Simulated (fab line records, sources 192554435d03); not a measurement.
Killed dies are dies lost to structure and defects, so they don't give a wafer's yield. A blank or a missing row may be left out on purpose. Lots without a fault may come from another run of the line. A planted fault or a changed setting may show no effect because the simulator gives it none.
One fault seen from 2 desks | flow n5_finfet | each desk has only its own numbers; what lay behind them comes last

THE METROLOGY DESK
What the gauges read, lot by lot, whatever tool the lot ran on: means of the sampled wafers that have a number. A lot is out of limits, marked OUT, if its mean lies more than 4 standard deviations from the usual mean; the brackets give that distance. Of its 10 readings 7 are shown: those that lie furthest out on some lot.
Columns: A = DIBL_N at N5_BEOL_M4_RC_MEAS_101, usual 37.0 mV/V; B = DIBL_P at N5_BEOL_M4_RC_MEAS_101, usual 36.7 mV/V; C = IOFF_N at N5_BEOL_M4_RC_MEAS_101, usual 0.17 nA/um; D = IOFF_P at N5_BEOL_M4_RC_MEAS_101, usual 0.22 nA/um; E = SS_N at N5_BEOL_M4_RC_MEAS_101, usual 71.6 mV/dec; F = VT_N at N5_BEOL_M4_RC_MEAS_101, usual 250 mV; G = VT_P at N5_BEOL_M4_RC_MEAS_101, usual -250 mV
lot  | first seen here | A    | B    | C    | D    | E    | F   | G
L467 | day 8 08:05     | 37.1 | 39.2 | 0.17 | 0.22 | 72.7 | 253 | -251
L471 | day 9 04:19     | 39.1 | 39.2 | 0.20 | 0.26 | 72.3 | 248 | -249
L472 | day 9 21:30     | 37.7 | 36.7 | 0.17 | 0.21 | 71.9 | 249 | -252
L475 | day 10 10:58    | 35.5 | 35.8 | 0.15 | 0.19 | 70.9 | 251 | -254
L479 | day 11 07:40    | 34.5 | 34.8 | 0.13 | 0.19 | 70.5 | 253 | -251
L481 | day 11 17:05    | 38.2 | 37.8 | 0.20 | 0.26 | 71.4 | 246 | -244
L482 | day 11 21:56    | 38.3 | 38.0 | 0.20 | 0.26 | 72.0 | 245 | -247
L484 | day 13 08:39    | 38.1 | 40.2 | 0.17 | 0.24 | 72.0 | 249 | -248
L483 | day 13 09:46    | 39.4 | 39.1 | 0.22 | 0.25 | 72.1 | 246 | -250
L488 | day 13 12:05    | 37.3 | 36.2 | 0.16 | 0.22 | 71.3 | 249 | -248
L487 | day 14 10:43    | 35.8 | 34.6 | 0.15 | 0.21 | 71.7 | 249 | -250
This desk's finding: nothing out of limits on any of the 11 lots.

THE TOOL OWNER'S DESK: litho_track-01
The tool's own readings at N5_BEOL_M0_SAQP_COAT_82 (time 60 s, resist thk 30 nm): means of the sampled wafers that have a number, for each lot that ran on this tool. A lot is out of limits, marked OUT, if its mean lies more than 4 standard deviations from the usual mean; the brackets give that distance.
Columns: A = heater_power_total_W at N5_BEOL_M0_SAQP_COAT_82, usual 427.7 W; B = spin_speed_rpm at N5_BEOL_M0_SAQP_COAT_82, usual 1500.0 rpm
lot  | first seen here | A     | B
L471 | day 7 01:17     | 429.8 | 1501.2
L475 | day 8 07:19     | 428.1 | 1498.9
L481 | day 9 16:43     | 427.0 | 1406.3 (-99 or more) OUT
L483 | day 11 08:23    | 426.9 | 1408.0 (-99 or more) OUT
This desk's finding: out of limits on L481, L483; first on L481, day 9 16:43 (spin_speed_rpm at N5_BEOL_M0_SAQP_COAT_82). In limits: L471, L475.

PUT TOGETHER
The tool owner's desk could have raised an alarm at day 9 16:43, on L481, L483.
The metrology desk saw nothing out of limits.
The metrology desk has L481, L483 on record, within its limits.
Of the lots named, all ran N5_BEOL_M0_SAQP_COAT_82 on litho_track-01.

WHAT THE SIMULATOR HAD PUT IN
Process parameter drift: litho_track-01, from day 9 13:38 on, at N5_BEOL_M0_SAQP_COAT_82. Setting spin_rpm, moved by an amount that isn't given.
Lots struck among those shown: L481, L483.
Hours from the fault's start to each desk's first reading out of limits: the tool owner's desk, 3.
